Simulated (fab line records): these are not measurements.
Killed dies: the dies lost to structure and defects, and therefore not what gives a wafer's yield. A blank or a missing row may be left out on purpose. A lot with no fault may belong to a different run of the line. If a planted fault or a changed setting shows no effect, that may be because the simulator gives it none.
Which tool was responsible?    flow n5-finfet    26 wafers from 9 lots sampled at 5 of the route's 1938 steps

## WHAT THE GAUGES READ, wafer by wafer
N5_BEOL_M4_RC_MEAS_101. Usual: DIBL_N 36.6 mV/V, standard deviation 1.1; DIBL_P 36.8 mV/V, standard deviation 1.6; IOFF_N 0.169 nA/um, standard deviation 0.024; IOFF_P 0.206 nA/um, standard deviation 0.028; ION_N 679 uA/um, standard deviation 9.2; ION_P 462 uA/um, standard deviation 7; SS_N 71.6 mV/dec, standard deviation 0.57; SS_P 73.3 mV/dec, standard deviation 0.57; VT_N 248.8 mV, standard deviation 2.4; VT_P -251 mV, standard deviation 3.
lot   measured      on         DIBL_N (mV/V)   DIBL_P (mV/V)   IOFF_N (nA/um)     IOFF_P (nA/um)     ION_N (uA/um)  ION_P (uA/um)  SS_N (mV/dec)   SS_P (mV/dec)   VT_N (mV)          VT_P (mV)       flag
L410  day 9 01:16   prober-02  36.5 36.5 34.9  36.2 36.3 33.7  0.161 0.161 0.131  0.177 0.175 0.148  674 688 659    462 460 453    70.6 71.0 70.3  73.1 73.1 72.7  248.3 249.3 254.6  -256 -255 -258  
L413  day 10 08:19  prober-01  35.8 36.5 36.6  35.8 37.8 37.3  0.138 0.158 0.155  0.190 0.219 0.197  671 678 674    462 464 463    71.0 70.8 70.9  73.5 73.9 72.4  252.2 248.2 248.5  -252 -252 -253  
L419  day 11 05:14  prober-01  36.7 35.7 38.2  35.7 33.7 38.3  0.153 0.143 0.195  0.236 0.199 0.275  683 683 688    475 467 480    71.3 71.4 71.7  72.6 72.7 73.3  246.7 246.6 245.8  -247 -253 -246  
L423  day 12 06:56  prober-01  36.2 37.5       35.4 37.1       0.149 0.177        0.191 0.219        677 695        461 466        70.7 71.7       73.2 73.8       248.8 251.3        -249 -248       
L425  day 12 14:08  prober-02  35.7 34.5 37.8  36.9 35.6 39.1  0.147 0.123 0.188  0.177 0.160 0.206  676 658 668    460 450 453    71.2 70.6 71.7  73.3 73.3 73.9  253.7 254.6 247.8  -254 -257 -254  
L427  day 13 11:52  prober-02  37.6 38.0 36.0  36.6 37.1 34.8  0.173 0.187 0.149  0.171 0.183 0.158  673 680 673    447 453 451    71.0 72.1 71.1  73.9 73.8 73.6  248.9 248.6 251.8  -255 -259 -258  
L430  day 14 04:37  prober-02  36.3 35.4 35.3  37.4 36.6 36.5  0.169 0.160 0.150  0.221 0.210 0.212  673 678 672    466 466 466    71.8 72.1 72.1  73.9 73.6 73.2  249.2 249.0 253.6  -247 -251 -251  
L431  day 15 03:05  prober-02  35.1 35.8 36.7  35.8 37.0 37.9  0.150 0.165 0.179  0.162 0.175 0.186  672 675 685    450 447 456    71.7 71.1 71.0  73.1 73.6 74.1  249.1 247.9 247.0  -257 -255 -256  
L433  day 15 13:02  prober-02  35.9 36.3 37.0  36.9 37.3 38.6  0.140 0.143 0.157  0.171 0.179 0.190  673 675 675    455 460 461    70.7 71.4 71.6  72.8 72.9 72.7  255.4 252.2 250.8  -252 -253 -252  

## TOOL THAT RAN EACH LOT (tool first, then ch and the chambers of the sampled wafers, then the start)
lot   N5_BEOL_M2_ETCH_63                  N5_BEOL_M2_DESCUM_33                N5_BEOL_M2_ETCH_69                  N5_BEOL_M2_STRIP_36
L410  rie-diel-04 ch 0,1,3, day 6 15:40   rie-diel-04 ch 0,3, day 6 16:51     rie-diel-04 ch 0,3, day 6 16:54     rie-diel-03 ch 1,2,3, day 7 06:55
L413  rie-diel-03 ch 1,3, day 7 07:57     rie-diel-03 ch 0,1, day 7 08:55     rie-diel-03 ch 0,1, day 7 08:58     rie-diel-04 ch 0,1,2, day 8 03:28
L419  rie-diel-01 ch 1,3, day 8 22:08     rie-diel-04 ch 0,1, day 8 23:08     rie-diel-04 ch 0,1, day 8 23:11     rie-diel-04 ch 1,2, day 9 09:04
L423  rie-diel-03 ch 0, day 10 03:46      rie-diel-04 ch 1,3, day 10 04:41    rie-diel-04 ch 1,3, day 10 04:44    rie-diel-01 ch 1,2, day 10 10:13
L425  rie-diel-01 ch 0,2, day 10 07:41    rie-diel-01 ch 0,2, day 10 08:31    rie-diel-01 ch 0,2, day 10 08:34    rie-diel-04 ch 1,2,3, day 10 19:31
L427  rie-diel-04 ch 0,2,3, day 11 02:41  rie-diel-04 ch 0,2,3, day 11 03:31  rie-diel-04 ch 0,2,3, day 11 03:34  rie-diel-04 ch 0,1,2, day 11 06:03
L430  rie-diel-04 ch 0,1, day 12 01:32    rie-diel-03 ch 1,2,3, day 12 02:38  rie-diel-03 ch 1,2,3, day 12 02:41  rie-diel-01 ch 0,1, day 12 10:09
L431  rie-diel-03 ch 0,2,3, day 12 12:07  rie-diel-01 ch 0,1,2, day 12 12:56  rie-diel-01 ch 0,1,2, day 12 12:59  rie-diel-04 ch 0,3, day 13 03:37
L433  rie-diel-03 ch 0,1,2, day 13 08:18  rie-diel-01 ch 0,2,3, day 13 09:08  rie-diel-01 ch 0,2,3, day 13 09:11  rie-diel-01 ch 0,1,2, day 13 21:50
- N5_BEOL_M2_ETCH_63: etches SiARC in CF4, target depth 15.6 nm, time 26 s.
- N5_BEOL_M2_DESCUM_33: chemistry O2, time 7 s.
- N5_BEOL_M2_ETCH_69: etches SiARC in CF4, target depth 15.6 nm, time 26 s.
- N5_BEOL_M2_STRIP_36: strips in N2/H2.

## AS READ BY THE TOOLS THEMSELVES (means over the sampled wafers that have a number; for cases with no such wafer, the mark the record gives instead)
N5_BEOL_M2_ETCH_63. Usual: drypump-motor-current-A 5.6 A, standard deviation 0.53; etch-rf-on-time-s 25.8 s, standard deviation 0.37; oes-product-au 0.71 a.u., standard deviation 0.072; rf-vpp-V 184.4 V, standard deviation 1.3; showerhead-plenum-p-Torr 2.17 Torr, standard deviation 0.083; throttle-valve-pct 15.54 %, standard deviation 0.21.
lot   tool         drypump-motor-current-A (A)  etch-rf-on-time-s (s)  oes-product-au (a.u.)  rf-vpp-V (V)  showerhead-plenum-p-Torr (Torr)  throttle-valve-pct (%)  flag
L410  rie-diel-04  5.5                          26.1                   0.72                   183.5         2.13                             15.51                   
L413  rie-diel-03  5.9                          25.7                   0.71                   184.8         2.24                             15.63                   
L419  rie-diel-01  5.9                          25.7                   0.76                   182.9         2.16                             15.53                   
L423  rie-diel-03  5.5                          25.8                   0.81                   184.3         2.10                             15.27                   
L425  rie-diel-01  5.4                          25.8                   0.73                   185.3         2.23                             15.46                   
L427  rie-diel-04  5.8                          25.8                   0.73                   183.9         2.17                             15.49                   
L430  rie-diel-04  5.1                          26.2                   0.71                   184.1         2.20                             15.34                   
L431  rie-diel-03  5.2                          26.1                   0.66                   183.8         2.11                             15.71                   
L433  rie-diel-03  5.8                          25.9                   0.68                   182.8         2.12                             15.58                   

N5_BEOL_M2_DESCUM_33. Usual: drypump-motor-current-A 5.6 A, standard deviation 0.53; oes-product-au 0.83 a.u., standard deviation 0.089; rf-vpp-V 243.6 V, standard deviation 1.5; showerhead-plenum-p-Torr 2.12 Torr, standard deviation 0.089; throttle-valve-pct 20.37 %, standard deviation 0.19.
lot   tool         drypump-motor-current-A (A)  oes-product-au (a.u.)  rf-vpp-V (V)  showerhead-plenum-p-Torr (Torr)  throttle-valve-pct (%)  flag
L410  rie-diel-04  5.6                          0.84                   242.3         2.02                             20.40                   
L413  rie-diel-03  5.8                          0.75                   243.5         2.11                             20.36                   
L419  rie-diel-04  5.1                          0.89                   244.7         2.17                             20.18                   
L423  rie-diel-04  5.5                          0.93                   245.2         2.22                             20.23                   
L425  rie-diel-01  5.4                          0.86                   244.9         2.19                             20.32                   
L427  rie-diel-04  5.8                          0.86                   243.5         2.12                             20.32                   
L430  rie-diel-03  5.5                          0.75                   242.9         2.11                             20.57                   
L431  rie-diel-01  5.4                          0.83                   243.9         2.18                             20.36                   
L433  rie-diel-01  5.8                          0.82                   244.2         2.12                             20.43                   

N5_BEOL_M2_ETCH_69. Usual: drypump-motor-current-A 5.6 A, standard deviation 0.53; etch-rf-on-time-s 25.8 s, standard deviation 0.36; oes-product-au 0.71 a.u., standard deviation 0.075; rf-vpp-V 184.4 V, standard deviation 1.3; showerhead-plenum-p-Torr 2.17 Torr, standard deviation 0.083; throttle-valve-pct 15.55 %, standard deviation 0.22.
lot   tool         drypump-motor-current-A (A)  etch-rf-on-time-s (s)  oes-product-au (a.u.)  rf-vpp-V (V)  showerhead-plenum-p-Torr (Torr)  throttle-valve-pct (%)  flag
L410  rie-diel-04  5.5                          26.4                   0.72                   183.5         2.08                             15.59                   
L413  rie-diel-03  5.8                          25.8                   0.64                   184.7         2.16                             15.63                   
L419  rie-diel-04  5.2                          26.1                   0.75                   184.9         2.21                             15.29                   
L423  rie-diel-04  5.6                          30.5                   0.72                   185.7         2.27                             15.39                   OFF
L425  rie-diel-01  5.5                          25.8                   0.73                   185.4         2.23                             15.46                   
L427  rie-diel-04  5.8                          29.0                   0.69                   184.4         2.17                             15.48                   OFF
L430  rie-diel-03  5.6                          25.7                   0.64                   183.7         2.16                             15.79                   
L431  rie-diel-01  5.4                          25.9                   0.70                   185.7         2.22                             15.53                   
L433  rie-diel-01  5.8                          25.4                   0.70                   185.1         2.17                             15.55                   

N5_BEOL_M2_STRIP_36. Usual: drypump-motor-current-A 5.6 A, standard deviation 0.49; oes-product-au 0.84 a.u., standard deviation 0.073; rf-vpp-V 59.3 V, standard deviation 1.5; showerhead-plenum-p-Torr 2.59 Torr, standard deviation 0.11; throttle-valve-pct 23.60 %, standard deviation 0.21.
lot   tool         drypump-motor-current-A (A)  oes-product-au (a.u.)  rf-vpp-V (V)  showerhead-plenum-p-Torr (Torr)  throttle-valve-pct (%)  flag
L410  rie-diel-03  5.5                          0.78                   59.5          2.58                             23.89                   
L413  rie-diel-04  5.5                          0.87                   58.6          2.59                             23.50                   
L419  rie-diel-04  5.8                          0.82                   59.8          2.60                             23.44                   
L423  rie-diel-01  5.2                          0.86                   58.4          2.70                             23.55                   
L425  rie-diel-04  5.7                          0.86                   60.5          2.65                             23.50                   
L427  rie-diel-04  5.5                          0.82                   58.7          2.57                             23.56                   
L430  rie-diel-01  5.3                          0.83                   59.9          2.64                             23.54                   
L431  rie-diel-04  5.6                          0.86                   58.1          2.55                             23.62                   
L433  rie-diel-01  5.4                          0.81                   59.6          2.63                             23.53                   

## THE ANSWER, worked out from the rows above alone
Rule: a lot counts as off when the mean over its wafers that have a number is more than 3 standard deviations away from the usual mean. Also off: a lot with no number at a reading for which 4 or more lots have one. Any other lot the step has rows for is counted as sound. The gauges are gone through in route order, then the tools' own readings, and for those a lot's mean is taken as printed above. At the first step where some lot is off, the reading lying furthest off is the one used; lots without a number count as furthest.
Off: L423, L427, at N5_BEOL_M2_ETCH_69 (etch-rf-on-time-s).
If a tool, at that step or one of the process steps before it, ran each lot that is off and ran no sound lot following the first of them, it fits. One fits: rie-diel-04 at N5_BEOL_M2_DESCUM_33 and N5_BEOL_M2_ETCH_69. At N5_BEOL_M2_DESCUM_33 its last sound lot is L419 (day 8 23:08), its first lot that is off L423 (day 10 04:41): a fault that began between those two fits.

## WHAT THE SIMULATOR HAD PUT IN
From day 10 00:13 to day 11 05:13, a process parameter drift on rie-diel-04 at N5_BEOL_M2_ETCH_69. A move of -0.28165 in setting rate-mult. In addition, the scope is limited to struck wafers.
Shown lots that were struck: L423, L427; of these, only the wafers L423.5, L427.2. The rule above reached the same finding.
